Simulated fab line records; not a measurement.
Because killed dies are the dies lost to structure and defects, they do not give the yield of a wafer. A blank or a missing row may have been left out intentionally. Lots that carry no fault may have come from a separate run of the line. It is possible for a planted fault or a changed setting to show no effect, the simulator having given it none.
The tool behind it: which one?    flow n5Finfet    Sampling: 11 lots, 33 wafers, 3 of 1938 route steps

WHAT THE GAUGES READ, wafer by wafer
N5_BEOL_M5_INSPECT_58: inspects for defects (darkfield).
lot   measured      on                rawDefectCount
L950  day 8 08:56   defectInspect-02  67 42 52
L952  day 8 12:01   defectInspect-01  109 96 90
L951  day 9 03:45   defectInspect-01  79 48 21
L954  day 9 11:14   defectInspect-01  73 86 61
L958  day 10 10:49  defectInspect-02  103 84 68
L959  day 10 16:41  defectInspect-02  42 58 42
L956  day 10 18:35  defectInspect-02  64 62 59
L960  day 10 21:41  defectInspect-02  46 50 32
L961  day 11 11:34  defectInspect-02  62 59 106
L970  day 13 10:14  defectInspect-01  55 75 93
L972  day 14 08:29  defectInspect-01  96 55 101

N5_BEOL_M6_INSPECT_13: inspects for defects (brightfield).
lot   measured      on                rawDefectCount
L950  day 8 12:10   defectInspect-01  310 340 264
L952  day 8 13:23   defectInspect-02  458 472 412
L951  day 9 05:33   defectInspect-02  388 430 335
L954  day 9 12:22   defectInspect-02  313 374 301
L958  day 10 13:16  defectInspect-02  667 479 425
L959  day 10 18:48  defectInspect-02  387 328 421
L956  day 10 21:55  defectInspect-01  450 449 427
L960  day 10 23:53  defectInspect-01  317 285 342
L961  day 11 13:08  defectInspect-02  326 388 420
L970  day 13 12:05  defectInspect-02  271 315 399
L972  day 14 10:52  defectInspect-01  446 292 415

TOOL THAT RAN EACH LOT (tool first, then ch and the chambers of the sampled wafers, then the start)
lot   N5_BEOL_M5_ANNEAL_49
L950  pvdSputter-03, day 8 03:02
L952  pvdSputter-02, day 8 03:38
L951  pvdSputter-01, day 8 21:09
L954  pvdSputter-02, day 9 02:29
L958  pvdSputter-03, day 10 05:25
L959  pvdSputter-02, day 10 11:10
L956  pvdSputter-01, day 10 13:14
L960  pvdSputter-03, day 10 16:20
L961  pvdSputter-02, day 11 06:13
L970  pvdSputter-02, day 13 04:53
L972  pvdSputter-02, day 14 03:08
- N5_BEOL_M5_ANNEAL_49: time 1800 s.

AS READ BY THE TOOLS THEMSELVES (means over the sampled wafers that have a number; for cases with no such wafer, the mark the record gives instead)
N5_BEOL_M5_ANNEAL_49.
lot   tool           heaterPowerW (W)
L950  pvdSputter-03  802
L952  pvdSputter-02  812
L951  pvdSputter-01  826
L954  pvdSputter-02  817
L958  pvdSputter-03  869
L959  pvdSputter-02  797
L956  pvdSputter-01  835
L960  pvdSputter-03  890
L961  pvdSputter-02  793
L970  pvdSputter-02  808
L972  pvdSputter-02  815

THE ANSWER, worked out from the rows above alone
Rule: the usual values come from the lots themselves. The widest of any qualifying gaps counts: lots, ordered by their means at a reading, are off when they make up no more than a third of the lots, leave a main group of 4 or more, and stand apart from it by 3 or more times the standard deviation of that group's means. The tables above print the reading to a certain number of digits; a main group whose means all agree to those digits is not used. Also off: a lot with no number at a reading for which 4 or more lots have one. Where the step has rows for the other lots, those lots are counted as sound. The gauges are gone through in route order, then the tools' own readings, and for those a lot's mean is taken as printed above. The first step at which some lot is off is used, and at that step the reading that is off furthest; a lot without a number counts as furthest.
Across all readings shown, no lot is off: no conclusion can be drawn from this.

WHAT HAD BEEN PUT IN BY THE SIMULATOR
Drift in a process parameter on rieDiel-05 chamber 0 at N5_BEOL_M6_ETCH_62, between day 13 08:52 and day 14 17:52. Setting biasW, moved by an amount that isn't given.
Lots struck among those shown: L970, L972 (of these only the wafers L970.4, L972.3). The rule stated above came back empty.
